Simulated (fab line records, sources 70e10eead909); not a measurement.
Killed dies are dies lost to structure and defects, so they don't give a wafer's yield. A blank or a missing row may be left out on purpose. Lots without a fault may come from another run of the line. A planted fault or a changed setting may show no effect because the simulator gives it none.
Chamber matching | flow nand_harc | NHARC_A_M0_ETCH_34 on rie_diel-06: 4 sister chambers
The step etches the open film in N2/H2, target depth 40 nm, overetch 12 nm, time 43.94 s. 8 wafers are shown with their chamber, then 7 later ones without.

WAFERS WITH THEIR CHAMBER
wafer  | chamber | rf_vpp_V (V) | oes_product_au (a.u.)
L614.2 | 1       | 429.4        | 0.996
L614.6 | 2       | 431.9        | 1.001
L616.2 | 0       | 427.1        | 0.994
L616.4 | 1       | 430.0        | 0.994
L620.2 | 2       | 432.9        | 0.993
L620.5 | 3       | 429.4        | 0.997
L619.1 | 3       | 431.9        | 1.003
L619.2 | 0       | 425.5        | 0.997

WAFERS WITHOUT THEIR CHAMBER
wafer  | rf_vpp_V (V) | oes_product_au (a.u.)
L619.6 | 425.5        | 0.998
L621.2 | 429.5        | 1.003
L621.3 | 427.2        | 0.999
L621.5 | 429.9        | 0.988
L632.3 | 434.1        | 0.999
L632.5 | 431.1        | 0.994
L632.6 | 433.7        | 0.992

WHICH CHAMBER EACH WENT THROUGH
wafer  | from the rows above               | in truth
L619.6 | 0                                 | 0
L621.2 | can't be placed: 3 or 1 or 2      | 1
L621.3 | can't be placed: 0 or 1 or 3      | 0
L621.5 | can't be placed: 1 or 3 or 2 or 0 | 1
L632.3 | can't be placed: 2 or 3           | 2
L632.5 | can't be placed: 1 or 2 or 3      | 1
L632.6 | can't be placed: 2 or 3 or 1      | 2
Placed correctly: 1 of 7. Can't be placed from these rows: 6 (the true chamber is among the candidates in 6). Placed wrongly: 0.
How it was worked out, from the rows above alone: a wafer's distance from a chamber is the root of the sum, over the readings, of the square of ((its reading less the chamber's mean) divided by the reading's scatter). The wafer belongs to the nearest chamber; if the next one is less than 2 further off, it can't be placed. A chamber's mean is the mean of its shown wafers. The scatter: the root of (the sum of the squares of (reading less its chamber's mean) over the shown wafers, divided by (wafers less chambers)).
